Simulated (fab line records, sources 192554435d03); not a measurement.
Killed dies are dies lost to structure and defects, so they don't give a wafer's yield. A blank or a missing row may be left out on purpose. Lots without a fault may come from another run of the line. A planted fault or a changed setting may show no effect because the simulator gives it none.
Chamber matching | flow n5_finfet | N5_BEOL_M0_SAQP_PECVD_00 on pecvd-01: 3 sister chambers
The step deposits SiCN from 3MS/NH3, target thk 8 nm, time 14 s. 3 wafers are shown with their chamber, then 12 later ones without.

WAFERS WITH THEIR CHAMBER
wafer  | chamber | throttle_valve_pct (%)
L085.1 | 0       | 9.5
L085.3 | 1       | 9.8
L085.4 | 2       | 8.9

WAFERS WITHOUT THEIR CHAMBER
wafer  | throttle_valve_pct (%)
L089.3 | 8.6
L089.4 | 8.8
L089.6 | 9.5
L090.2 | 9.7
L090.4 | 9.8
L090.5 | 8.8
L092.1 | 10.2
L092.4 | 8.8
L092.6 | 9.4
L095.4 | 9.3
L095.5 | 9.9
L095.6 | 8.6

WHICH CHAMBER EACH WENT THROUGH
wafer  | from the rows above          | in truth
L089.3 | 2                            | 2
L089.4 | 2                            | 2
L089.6 | can't be placed: 0 or 1      | 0
L090.2 | can't be placed: 1 or 0      | 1
L090.4 | can't be placed: 1 or 0      | 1
L090.5 | 2                            | 2
L092.1 | can't be placed: 1 or 0      | 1
L092.4 | 2                            | 2
L092.6 | can't be placed: 0 or 1      | 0
L095.4 | can't be placed: 0 or 2 or 1 | 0
L095.5 | can't be placed: 1 or 0      | 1
L095.6 | 2                            | 2
Placed correctly: 5 of 12. Can't be placed from these rows: 7 (the true chamber is among the candidates in 7). Placed wrongly: 0.
How it was worked out, from the rows above alone: a wafer's distance from a chamber is the root of the sum, over the readings, of the square of ((its reading less the chamber's mean) divided by the reading's scatter). The wafer belongs to the nearest chamber; if the next one is less than 2 further off, it can't be placed. A chamber's mean is the mean of its shown wafers. The scatter: with one shown wafer a chamber, the root of the mean of the squares of how far each hidden wafer lies from its nearest shown one.
